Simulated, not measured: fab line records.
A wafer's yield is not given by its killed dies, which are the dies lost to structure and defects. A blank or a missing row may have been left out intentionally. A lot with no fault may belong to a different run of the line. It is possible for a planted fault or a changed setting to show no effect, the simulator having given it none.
Which tool did it? + flow n5-finfet + 11 lots, 32 wafers sampled, at 3 steps of a route of 1938

== WHAT THE GAUGES READ, wafer by wafer ==
N5_BEOL_M5_INSPECT_58: inspects for defects (darkfield).
| lot  | measured     | on                | raw-defect-count |
|------|--------------|-------------------|------------------|
| L164 | day 9 17:29  | defect-inspect-02 | 54 67 73         |
| L165 | day 10 17:38 | defect-inspect-02 | 62 64 94         |
| L166 | day 10 23:24 | defect-inspect-02 | 71 61 111        |
| L173 | day 12 02:10 | defect-inspect-02 | 57 38            |
| L176 | day 14 01:51 | defect-inspect-02 | 71 109 61        |
| L181 | day 14 03:01 | defect-inspect-02 | 64 64 98         |
| L180 | day 14 23:22 | defect-inspect-02 | 96 61 64         |
| L182 | day 15 02:16 | defect-inspect-01 | 93 91 67         |
| L184 | day 15 09:10 | defect-inspect-01 | 78 52 127        |
| L186 | day 15 15:57 | defect-inspect-01 | 105 114 101      |
| L185 | day 16 00:01 | defect-inspect-01 | 54 34 70         |

== WHAT TOOL EACH LOT RAN ON (gives the tool, then ch and the chambers of the sampled wafers, and finally the start) ==
| lot  | N5_BEOL_M5_ALD_86                   | N5_BEOL_M5_ANNEAL_51             |
|------|-------------------------------------|----------------------------------|
| L164 | ald-metal-02 ch 0,2, day 9 11:32    | rtp-anneal-01 ch 0, day 9 16:39  |
| L165 | ald-metal-02 ch 0,1,2, day 10 11:37 | rtp-anneal-02 ch 0, day 10 16:47 |
| L166 | ald-metal-04 ch 0,1, day 10 17:11   | rtp-anneal-01 ch 0, day 10 22:31 |
| L173 | ald-metal-02 ch 1,2, day 11 20:13   | rtp-anneal-01 ch 0, day 12 01:20 |
| L176 | ald-metal-02 ch 0,3, day 13 19:28   | rtp-anneal-01 ch 0, day 14 00:58 |
| L181 | ald-metal-04 ch 0,1,2, day 13 19:38 | rtp-anneal-02 ch 0, day 14 01:59 |
| L180 | ald-metal-02 ch 2,3, day 14 17:01   | rtp-anneal-02 ch 0, day 14 22:29 |
| L182 | ald-metal-01 ch 0,1, day 14 20:15   | rtp-anneal-02 ch 0, day 15 01:18 |
| L184 | ald-metal-04 ch 0,1,3, day 15 02:22 | rtp-anneal-01 ch 0, day 15 08:22 |
| L186 | ald-metal-01 ch 0,1,2, day 15 09:48 | rtp-anneal-02 ch 0, day 15 15:07 |
| L185 | ald-metal-02 ch 0,1, day 15 16:34   | rtp-anneal-02 ch 0, day 15 23:08 |
- N5_BEOL_M5_ALD_86: deposits TaN, pulse time 2 s, purge time 3 s, co reactant purge time 2 s.
- N5_BEOL_M5_ANNEAL_51: time 90 s.

== THE ANSWER, worked out from the rows above alone ==
Rule: usual is defined by the lots themselves. Put in order of their means at a reading, lots are off if they are a third of the lots or fewer, leave a main group of 4 or more, and stand apart from it by a gap of 3 or more times the standard deviation of the main group's means; of several such gaps the widest counts. A main group whose means are all the same, to the digits that the tables above print for the reading, isn't used. A lot without any number at a reading at which 4 lots or more have one is off too. All remaining lots with rows at the step are treated as sound.
Across all readings shown, no lot is off: no conclusion can be drawn from this.

== WHAT THE SIMULATOR PUT IN ==
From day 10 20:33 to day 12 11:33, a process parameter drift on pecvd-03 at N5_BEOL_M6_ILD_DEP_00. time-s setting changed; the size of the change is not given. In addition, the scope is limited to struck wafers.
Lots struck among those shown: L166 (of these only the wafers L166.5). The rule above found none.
